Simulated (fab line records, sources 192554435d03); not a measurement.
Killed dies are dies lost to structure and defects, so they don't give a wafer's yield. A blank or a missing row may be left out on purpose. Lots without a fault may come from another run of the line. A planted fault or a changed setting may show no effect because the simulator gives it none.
Problem report in the 8D (eight disciplines) form, filled by code | flow n5_finfet | the parts of the form that need people (team, actions taken, sign-off) are left out

1. THE PROBLEM
oes_product_au at N5_MIM_TOP_ETCH_ETCH_00 reads a mean of 1.27 a.u. on 4 wafers of 3 lots; wafers without a fault read 0.83 a.u. with a standard deviation of 0.076. That is +5.8 standard deviations from the usual mean.
The step: etches TiN in Cl2/BCl3, target depth 38.5 nm.
First seen on wafer L670.4, day 13 00:40, on rie_metal-03. The record holds 33 wafers of 11 lots with a number at this step. Rule for "out", or "out of limits": more than 4 standard deviations from the usual mean. The other wafers with a number count as sound.

2. WHAT IT IS AND WHAT IT IS NOT
question                    | is                             | is not
which readings at this step | oes_product_au                 | chamber_pressure_mTorr, drypump_motor_current_A
which lots                  | L670, L671, L673               | L666, L667, L669, L680, L683, L685, L686, L688
which wafers of those lots  | L670.4, L670.6, L671.6, L673.1 | L670.5, L671.2, L671.3, L673.2, L673.6
read on which tools         | rie_metal-03                   | rie_metal-01, rie_metal-02
when                        | from day 13 00:40              | up to then (10 sound wafers); but 19 sound wafers of L671, L673, L680, L683, L685, L686, L688 came after

3. SUSPECTS, AND WHAT RULES EACH OUT
Counting: a tool at a process step up to the reading stays a suspect if it ran every lot that is out. Sound lots after the first of them don't rule it out here, since some wafers of a struck lot are sound.
- rie_metal-03 at N5_MIM_TOP_ETCH_ETCH_00 (etches TiN in Cl2/BCl3, target depth 38.5 nm): kept. It ran every lot that is out, first L670 (day 13 00:40); its last sound lot up to then is L669 (day 12 06:40). Its own readings are out on those wafers: oes_product_au.
- Within rie_metal-03 at N5_MIM_TOP_ETCH_ETCH_00: the wafers that are out ran in chamber 0; their sound lot-mates ran in chamber 1.
Left after counting: rie_metal-03 at N5_MIM_TOP_ETCH_ETCH_00.

4. THE CAUSE (what the simulator had put in)
Process parameter drift: rie_metal-03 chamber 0, from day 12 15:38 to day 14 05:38, at N5_MIM_TOP_ETCH_ETCH_00. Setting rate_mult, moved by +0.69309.
Counting left only this tool.

5. THE CHAIN OF EFFECTS, in route order
Each row: a reading whose mean over the struck wafers that have a number lies more than 3 standard deviations from the usual. Only readings for which the record gives a usual standard deviation are gone through. hours: the time from each lot's start at the first step in this table that gives one to its start at this step, as a median over the lots. sigmas: the change in usual standard deviations.
hours | step                    | reading        | usual     | on struck wafers | change | sigmas
0     | N5_MIM_TOP_ETCH_ETCH_00 | oes_product_au | 0.83 a.u. | 1.27             | +0.44  | +5.8
The process steps in it:
- N5_MIM_TOP_ETCH_ETCH_00: etches TiN in Cl2/BCl3, target depth 38.5 nm.

6. WHAT WOULD HAVE CAUGHT IT SOONER
In this record the first reading out of limits was taken at day 13 00:40, 9 hours after the fault began at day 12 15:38.
